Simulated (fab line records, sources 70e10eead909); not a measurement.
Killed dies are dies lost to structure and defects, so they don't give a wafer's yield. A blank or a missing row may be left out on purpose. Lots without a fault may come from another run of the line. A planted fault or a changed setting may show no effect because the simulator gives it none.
Chamber matching | flow nand_harc | NHARC_P_BONDPAD_CMP_32 on cmp-01: 4 sister chambers
The step polishes SiCN, target thk 200 nm. 4 wafers are shown with their chamber, then 7 later ones without.

WAFERS WITH THEIR CHAMBER
wafer  | chamber | motor_current_A (A)
L080.6 | 1       | 12.3
L086.1 | 0       | 12.2
L089.3 | 3       | 11.4
L089.4 | 2       | 11.6

WAFERS WITHOUT THEIR CHAMBER
wafer  | motor_current_A (A)
L089.5 | 11.9
L091.2 | 11.4
L091.4 | 12.9
L091.6 | 12.9
L090.1 | 12.9
L090.5 | 11.8
L090.6 | 12.7

WHICH CHAMBER EACH WENT THROUGH
wafer  | from the rows above               | in truth
L089.5 | can't be placed: 0 or 2 or 1 or 3 | 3
L091.2 | can't be placed: 3 or 2 or 0      | 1
L091.4 | can't be placed: 1 or 0 or 2      | 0
L091.6 | can't be placed: 1 or 0 or 2      | 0
L090.1 | can't be placed: 1 or 0 or 2      | 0
L090.5 | can't be placed: 2 or 0 or 3 or 1 | 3
L090.6 | can't be placed: 1 or 0 or 2      | 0
Placed correctly: 0 of 7. Can't be placed from these rows: 7 (the true chamber is among the candidates in 6). Placed wrongly: 0.
How it was worked out, from the rows above alone: a wafer's distance from a chamber is the root of the sum, over the readings, of the square of ((its reading less the chamber's mean) divided by the reading's scatter). The wafer belongs to the nearest chamber; if the next one is less than 2 further off, it can't be placed. A chamber's mean is the mean of its shown wafers. The scatter: with one shown wafer a chamber, the root of the mean of the squares of how far each hidden wafer lies from its nearest shown one.
